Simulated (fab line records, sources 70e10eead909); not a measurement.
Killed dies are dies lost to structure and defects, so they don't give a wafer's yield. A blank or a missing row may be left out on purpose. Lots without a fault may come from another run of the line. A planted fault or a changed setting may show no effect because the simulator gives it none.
Chamber matching | flow nand_harc | NHARC_A_BLC_STRIP_29 on rie_diel-05: 4 sister chambers
The step strips in CF4. 8 wafers are shown with their chamber, then 8 later ones without.

WAFERS WITH THEIR CHAMBER
wafer  | chamber | drypump_motor_current_A (A) | oes_product_au (a.u.)
L081.4 | 0       | 5.7                         | 1.004
L081.5 | 0       | 5.8                         | 0.995
L083.3 | 1       | 5.9                         | 1.006
L083.4 | 2       | 6.2                         | 1.017
L094.1 | 3       | 6.4                         | 0.999
L094.3 | 1       | 5.9                         | 1.006
L094.5 | 2       | 6.2                         | 1.015
L092.1 | 3       | 6.4                         | 0.995

WAFERS WITHOUT THEIR CHAMBER
wafer  | drypump_motor_current_A (A) | oes_product_au (a.u.)
L092.2 | 6.2                         | 1.007
L092.6 | 6.3                         | 0.998
L097.2 | 6.2                         | 1.006
L097.3 | 5.9                         | 0.998
L097.6 | 6.4                         | 1.016
L096.1 | 5.8                         | 1.003
L096.3 | 6.0                         | 0.996
L096.4 | 6.4                         | 1.000

WHICH CHAMBER EACH WENT THROUGH
wafer  | from the rows above     | in truth
L092.2 | 2                       | 2
L092.6 | 3                       | 3
L097.2 | 2                       | 2
L097.3 | 1                       | 1
L097.6 | can't be placed: 3 or 2 | 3
L096.1 | can't be placed: 0 or 1 | 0
L096.3 | 1                       | 1
L096.4 | 3                       | 3
Placed correctly: 6 of 8. Can't be placed from these rows: 2 (the true chamber is among the candidates in 2). Placed wrongly: 0.
How it was worked out, from the rows above alone: a wafer's distance from a chamber is the root of the sum, over the readings, of the square of ((its reading less the chamber's mean) divided by the reading's scatter). The wafer belongs to the nearest chamber; if the next one is less than 2 further off, it can't be placed. A chamber's mean is the mean of its shown wafers. The scatter: the root of (the sum of the squares of (reading less its chamber's mean) over the shown wafers, divided by (wafers less chambers)).
